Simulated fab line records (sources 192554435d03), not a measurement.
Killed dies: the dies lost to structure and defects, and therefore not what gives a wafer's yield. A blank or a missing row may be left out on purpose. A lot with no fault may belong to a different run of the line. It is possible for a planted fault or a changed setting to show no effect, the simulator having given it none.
Chamber matching | flow n5-finfet | 3 sister chambers for N5_MIM_TOP_ETCH_PECVD_03 on pecvd-01
The step deposits SiNx from SiH4/NH3/N2, target thk 20 nm, time 17.6 s. 3 wafers are shown with their chamber, then 8 later ones without.

== EACH WAFER AND ITS CHAMBER ==
wafer  | chamber | throttle-valve-pct (%)
L087.5 | 0       | 39.7
L088.3 | 1       | 41.8
L092.1 | 2       | 39.6

== WAFERS WITHOUT THEIR CHAMBER ==
wafer  | throttle-valve-pct (%)
L092.2 | 41.9
L092.5 | 41.7
L093.3 | 41.9
L093.4 | 39.4
L093.6 | 41.5
L094.1 | 39.6
L094.4 | 39.7
L094.5 | 39.5

== WHICH CHAMBER EACH ONE RAN IN ==
wafer  | from the rows above     | in truth
L092.2 | 1                       | 1
L092.5 | 1                       | 1
L093.3 | 1                       | 1
L093.4 | can't be placed: 2 or 0 | 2
L093.6 | 1                       | 1
L094.1 | can't be placed: 2 or 0 | 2
L094.4 | can't be placed: 0 or 2 | 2
L094.5 | can't be placed: 2 or 0 | 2
Placed correctly: 4 of 8. Cannot be placed on the basis of these rows: 4; the candidates contain the true chamber in 4. Placed wrongly: 0.
How it was worked out, from the rows above alone: a wafer's distance from a chamber is the root of the sum, over the readings, of the square of ((its reading less the chamber's mean) divided by the reading's scatter). If the next closest chamber is less than 2 further off than the closest, the wafer can't be placed; otherwise it belongs to the closest. Each chamber's mean is taken over the wafers shown for it. The scatter: with one shown wafer a chamber, the root of the mean of the squares of how far each hidden wafer lies from its nearest shown one.
